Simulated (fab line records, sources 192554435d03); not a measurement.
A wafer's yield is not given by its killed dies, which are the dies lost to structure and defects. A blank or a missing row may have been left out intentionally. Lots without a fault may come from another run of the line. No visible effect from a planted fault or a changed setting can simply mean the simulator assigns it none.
Split-lot experiment    flow n5_finfet    39 wafers read from 7 lots, route of 1938 steps

== SPLIT DETAILS ==
At N5_BEOL_M2_ILD_DEP_00 (deposits SiOC from DEMS/O2, target thk 79 nm, time 15.3 s), the setting target_thk_a was moved away from the recipe's 790 angstrom on 12 of the 39 wafers read, by -33.9% to +49.5%. This setting was run at the recipe's value on the other wafers.

The file shows no step between the split and the reading.

== THE READING ==
At N5_BEOL_M2_THK_MEAS_01: M2_ILD_THK, given in nm. On this fab line, fault-free wafers typically give 78.9 nm with a standard deviation of 1.1 nm.

wafer   tool, chamber at the split  target_thk_a as run, angstrom  against the recipe  M2_ILD_THK, nm  against lot-mates on the recipe
L074.1  pecvd-03, 0                 521.8                          -33.9%              51.4            -26.9
L074.2  pecvd-03, 2                 790                            recipe              77.6            -
L074.3  pecvd-03, 1                 790                            recipe              78.5            -
L074.4  pecvd-03, 2                 521.8                          -33.9%              51.8            -26.5
L074.5  pecvd-03, 1                 790                            recipe              78.7            -
L074.6  pecvd-03, 0                 521.8                          -33.9%              52.3            -26.0
L078.1  pecvd-04, 0                 987.7                          +25.0%              96.6            +20.3
L078.2  pecvd-04, 2                 790                            recipe              76.2            -
L078.3  pecvd-04, 1                 790                            recipe              75.5            -
L078.4  pecvd-04, 2                 790                            recipe              77.2            -
L078.5  pecvd-04, 0                 987.7                          +25.0%              97.6            +21.3
L078.6  pecvd-04, 1                 987.7                          +25.0%              97.0            +20.7
L083.2  pecvd-04, 2                 790                            recipe              77.9            -
L083.4  pecvd-04, 1                 790                            recipe              79.6            -
L083.6  pecvd-04, 0                 790                            recipe              79.1            -
L085.1  pecvd-04, 1                 790                            recipe              76.9            -
L085.2  pecvd-04, 2                 790                            recipe              77.3            -
L085.3  pecvd-04, 1                 790                            recipe              78.7            -
L085.4  pecvd-04, 2,1               790                            recipe              77.9            -
L085.5  pecvd-04, 2                 790                            recipe              78.6            -
L085.6  pecvd-04, 2,1               790                            recipe              78.1            -
L091.1  pecvd-01, 2                 790                            recipe              79.3            -
L091.2  pecvd-01, 1                 790                            recipe              79.2            -
L091.3  pecvd-01, 0                 790                            recipe              79.9            -
L091.4  pecvd-01, 1,0               790                            recipe              80.0            -
L091.5  pecvd-01, 1,0               790                            recipe              79.9            -
L091.6  pecvd-01, 2                 790                            recipe              80.4            -
L092.1  pecvd-01, 2                 790                            recipe              78.5            -
L092.2  pecvd-01, 1                 790                            recipe              77.8            -
L092.3  pecvd-01, 0                 1181                           +49.5%              117.9           +39.3
L092.4  pecvd-01, 2                 1181                           +49.5%              119.6           +41.0
L092.5  pecvd-01, 1                 790                            recipe              79.5            -
L092.6  pecvd-01, 0                 1181                           +49.5%              120.2           +41.6
L094.1  pecvd-03, 2                 790                            recipe              78.9            -
L094.2  pecvd-03, 1                 790                            recipe              78.7            -
L094.3  pecvd-03, 0                 964.7                          +22.1%              96.7            +17.6
L094.4  pecvd-03, 2                 790                            recipe              79.7            -
L094.5  pecvd-03, 1                 964.7                          +22.1%              97.8            +18.7
L094.6  pecvd-03, 0                 964.7                          +22.1%              97.6            +18.5
When a row names more than one chamber, that row covers several wafers, and the file does not tell which wafer ran in which chamber.

THE FIT
A straight line over all 39 wafers: M2_ILD_THK changes by +0.805 nm for each +1% of target_thk_a; r = +1.00; the points scatter about the line by 1.2 nm.
The same after taking each lot's own level away (the mean of its wafers on the recipe; 39 wafers): +0.81 nm for each +1%; r = +1.00; scatter 0.69 nm.
On that fit, the largest move of target_thk_a shifts the reading by 40 nm.
The span of the lots' own levels, 76.30 to 79.78 nm, comes to 3.2 times the standard deviation stated above.
The two slopes are in agreement: the lot-to-lot level therefore moves the slope only a little.
Check: with one of the wafers moved furthest among these (+49.5%) left out of the fit, the line predicts +40.5 nm for it against its lot-mates. It came out at +39.3 nm against them.

== FURTHER SPLITS ON THESE WAFERS ==
Other splits were also applied to these wafers ahead of the reading. Each is held against what the fit with the lots' levels taken away leaves over:
other split on the same wafers           wafers away from the commonest value  r with M2_ILD_THK (lot level and that fit taken away)
N5_ZERO_LAYER_DEVELOP_10 develop_time_s  12                                    +0.02
N5_FIN_SAQP_ETCH_69 target_depth_a       15                                    -0.12
N5_SD_EPI_P_EPI_21 time_s                12                                    -0.16
N5_BEOL_M0_SAQP_ETCH_106 target_depth_a  15                                    -0.11

== THE WHOLE CHAIN: every reading that the file lists as answering this split, in the file's order ==
step                    what it does                                               reading                                                                             change (the file's fit)                r (the file's)
N5_BEOL_M2_ILD_DEP_00   deposits SiOC from DEMS/O2, target thk 79 nm, time 15.3 s  SiOC_of_BEOL_M2_ILD_DEP_00.thk_nm (the simulator's own value, which no gauge read)  +0.811 nm for each +1% of the setting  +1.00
N5_BEOL_M2_THK_MEAS_01                                                             M2_ILD_THK                                                                          +0.812 for each +1% of the setting     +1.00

== FILE'S OWN FIT ==
M2_ILD_THK changes by +0.812 nm for each +1% of target_thk_a, r = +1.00.
